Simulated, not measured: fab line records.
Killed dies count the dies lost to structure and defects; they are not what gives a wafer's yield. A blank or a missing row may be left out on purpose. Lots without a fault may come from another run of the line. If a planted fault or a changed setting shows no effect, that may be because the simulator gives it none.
Struck lot and sound lot, side by side :: flow n5Finfet :: 14 out of 1938 route steps
Sound: wafers L403.2, L403.3, L403.5. Wafers struck: L394.1, L394.3, L394.5. Last of all comes the cause.
Order at every step that has rows: each side's tool, ch and its chambers, its first start. Under that, the readings that differ: sound wafers :: struck wafers :: difference of the means :: sigmas: that difference in standard deviations of wafers without a fault.
alike: readings with means less than 2 such deviations apart, plus words and numbers identical on both sides. not compared: withheld readings, readings lacking a value on some wafer, bounds such as >300 that could conceal the same value, and numbers that have no deviation in the record and whose values overlap.
Wherever a step has rows on one side only, a row that says differs or no value, or a row with sigmas, the two part there. When numbers do not overlap yet have no deviation, they are printed without sigmas and do not part them. A reading that every wafer of one side lacks parts them only if that side has two wafers or more.

first, 1 step without rows for these wafers: N5_STI_FIN_REVEAL_SRD_21 (time 30 s).
N5_STI_FIN_REVEAL_OXIDATION_33: chemistry O2 PLASMA REMOTE, time 20 s.
  sound on plasmaAsher-02 ch 1, day 6 11:45; struck on plasmaAsher-01 ch 1, day 4 05:51
  alike: drypumpMotorCurrentA, heaterPowerW
  not compared: rfHoursCounterH
then, 2 steps without rows for these wafers: N5_STI_FIN_REVEAL_CLEAN_19 (cleans in O3/DIW, time 120 s); N5_STI_FIN_REVEAL_SRD_23 (time 30 s).
N5_STI_FIN_REVEAL_CD_MEAS_22: target cd 6.238 nm, pitch 28 nm.
  sound: cdSem-03 at day 6 11:55; struck: cdSem-03 at day 4 06:01
  alike: cdNm
N5_STI_FIN_REVEAL_FIN_H_MEAS_10:
  sound: ocd-01 at day 6 11:56; struck: ocd-02 at day 4 06:02
  alike: trenchDepthNm
then, 2 steps without rows for these wafers: N5_STI_FIN_REVEAL_PRECLEAN_18 (cleans in SC2, time 45 s); N5_STI_FIN_REVEAL_SRD_28 (time 30 s).
N5_STI_FIN_REVEAL_INSPECT_13: inspects for defects (darkfield).
  sound: defectInspect-01 at day 6 12:02; struck: defectInspect-02 at day 4 06:08
  alike: rawDefectCount
then, 2 steps without rows for these wafers: N5_DUMMY_GATE_PRECLEAN_00 (cleans in O3/DIW, time 60 s); N5_DUMMY_GATE_SRD_01 (time 30 s).
N5_DUMMY_GATE_ALD_02: deposits SiO2, target thk 2 nm, pulse time 1 s.
  sound on aldSin-04 ch 0,1, day 6 12:08; struck on aldSin-04 ch 0,1, day 4 06:14
  alike: heaterPowerW, precursorPulseHeightRel
  not compared: sinceWetCleanH
N5_DUMMY_GATE_CVD_03: deposits a-Si from SiH4, target thk 150 nm, time 8042 s.
  sound on lpcvd-01 ch 0/45,0/50,0/59, day 6 12:14; struck on lpcvd-02 ch 1/100,1/109,1/90, day 4 06:20
reading: spikeTcTopC (C)
sound: 547.9 547.9 547.9
struck: 554.3 554.3 554.3
difference: +6.4
sigmas: +2

reading: model.a-Si_of_DUMMY_GATE_CVD_03.thkNm (nm)
sound: 149.4 148.8 148.2
struck: 155 156.2 155.2
difference: +7
sigmas: 
  alike: spikeTcUpperC
then, 1 step without rows for these wafers: N5_DUMMY_GATE_PRECLEAN_46 (cleans in DIW, time 89.5 s).

## WHERE THEY PART
Only at N5_DUMMY_GATE_CVD_03, as far as this record shows.

WHY: the cause the simulator had injected
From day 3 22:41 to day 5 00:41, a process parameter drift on lpcvd-02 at N5_DUMMY_GATE_CVD_03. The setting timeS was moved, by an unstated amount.
